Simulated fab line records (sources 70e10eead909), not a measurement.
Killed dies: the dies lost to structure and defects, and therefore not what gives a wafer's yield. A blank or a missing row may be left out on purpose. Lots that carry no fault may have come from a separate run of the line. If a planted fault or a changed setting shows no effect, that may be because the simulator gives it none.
A struck lot beside a sound one + flow nand-harc + 14 steps out of a route of 1302
Sound: these wafers, L268.1, L268.3, L268.6. The struck wafers were L263.2, L263.4, L263.5. The cause is named last.
Order at every step that has rows: each side's tool, ch and its chambers, its first start. Under that, the readings that differ: sound wafers + struck wafers + difference of the means + sigmas: that difference in standard deviations of wafers without a fault.
alike: words and numbers the same on both sides, and readings whose means are apart by under 2 such deviations; not compared: readings that were withheld, readings missing a value for some wafer, numbers with overlapping values and no deviation given by the record, and bounds like >300 which may hide the same value.
Wherever a step has rows on one side only, a row that says differs or no value, or a row with sigmas, the two part there. Numbers that have no deviation but don't overlap get no sigmas and don't part them. A reading missing from all wafers of one side parts the sides only when that side holds two or more wafers.

first, 1 step without rows for these wafers: NHARC_A_CONTACT_DEVELOP_41 (develop time 35 s).
NHARC_A_CONTACT_CD_MEAS_42: target cd 300 nm.
  sound on cd-sem-02 ch 0, day 28 09:46; struck on cd-sem-03 ch 0, day 26 15:47
  alike: cd-nm
NHARC_A_CONTACT_OVL_MEAS_43:
  sound on overlay-02, day 28 09:51; struck on overlay-02, day 26 15:52
  alike: overlay-x-nm, overlay-y-nm
NHARC_A_CONTACT_INSPECT_44:
  sound on defect-inspect-01, day 28 09:53; struck on defect-inspect-02, day 26 15:54
  alike: raw-defect-count
then, 2 steps without rows for these wafers: NHARC_A_CONTACT_DESCUM_47 (chemistry O2, time 3 s); NHARC_A_CONTACT_ETCH_48 (etches the open film in CF4, target depth 39 nm, time 65 s).
NHARC_A_CONTACT_ETCH_49: etches the open film in N2/H2, target depth 260 nm, time 475.3 s.
  sound on rie-diel-06 ch 1,2,3; struck on rie-diel-05 ch 1,3
  alike: bias-w, chamber-pressure-mTorr, drypump-motor-current-A, h2-flow-sccm, oes-product-au, rf-vpp-V, showerhead-plenum-p-Torr, throttle-valve-pct
  not compared: rf-hours-counter-h
NHARC_A_CONTACT_ETCH_50: etches the open film in CF4/CHF3, target depth 121 nm, time 60.5 s.
  sound on rie-diel-06 ch 0,3; struck on rie-diel-05 ch 0,1,3
  alike: bias-w, cf4-flow-sccm, drypump-motor-current-A, oes-product-au, rf-vpp-V, showerhead-plenum-p-Torr, throttle-valve-pct
  not compared: rf-hours-counter-h
NHARC_A_CONTACT_ETCH_51: etches the open film in O2/COS, target depth 7000 nm, time 1820 s.
  sound on rie-diel-06 ch 1,2,3; struck on rie-diel-05 ch 0,1,2
  alike: bias-w, chamber-pressure-mTorr, drypump-motor-current-A, oes-product-au, rf-vpp-V, showerhead-plenum-p-Torr, throttle-valve-pct
  not compared: rf-hours-counter-h
then, 1 step without rows for these wafers: NHARC_A_CONTACT_ETCH_111 (etches the open film in C4F8/O2/Ar, time 140 s, target depth 700 nm).
NHARC_A_CONTACT_ETCH_112: etches the open film in C4F8/O2/Ar, time 190 s, target depth 1850 nm.
  sound on har-cap-etch-02 ch 1, day 28 12:05; struck on har-cap-etch-02 ch 0,1, day 26 18:05
  alike: chamber-pressure-mTorr, oes-air-line-au
  not compared: rf-hours-counter-h
then, 1 step without rows for these wafers: NHARC_A_CONTACT_ETCH_113 (etches the open film in C4F8/O2/Ar, time 190 s, target depth 1850 nm).
NHARC_A_CONTACT_ETCH_114: etches the open film in C4F8/O2/Ar, time 190 s, target depth 1850 nm.
  sound on har-cap-etch-02 ch 1, day 28 12:26; struck on har-cap-etch-02 ch 0,1, day 26 18:32
  no value came back on the struck wafers for chamber-pressure-mTorr (mTorr), oes-air-line-au (a.u.); on the sound wafers chamber-pressure-mTorr (mTorr) reads 20.010 20.017 20.005
  not compared: rf-hours-counter-h
NHARC_A_CONTACT_ETCH_115: etches the open film in C4F8/O2/Ar, time 190 s, target depth 1850 nm.
  sound on har-cap-etch-02 ch 1, day 28 12:36; struck on har-cap-etch-02 ch 0,1, day 26 18:46
  alike: chamber-pressure-mTorr, oes-air-line-au
  not compared: rf-hours-counter-h

== WHERE THEY PART ==
Only at NHARC_A_CONTACT_ETCH_114, as far as this record shows. Later steps at which nothing parts them and some readings are alike: NHARC_A_CONTACT_ETCH_115.

WHY: whatever the simulator had introduced
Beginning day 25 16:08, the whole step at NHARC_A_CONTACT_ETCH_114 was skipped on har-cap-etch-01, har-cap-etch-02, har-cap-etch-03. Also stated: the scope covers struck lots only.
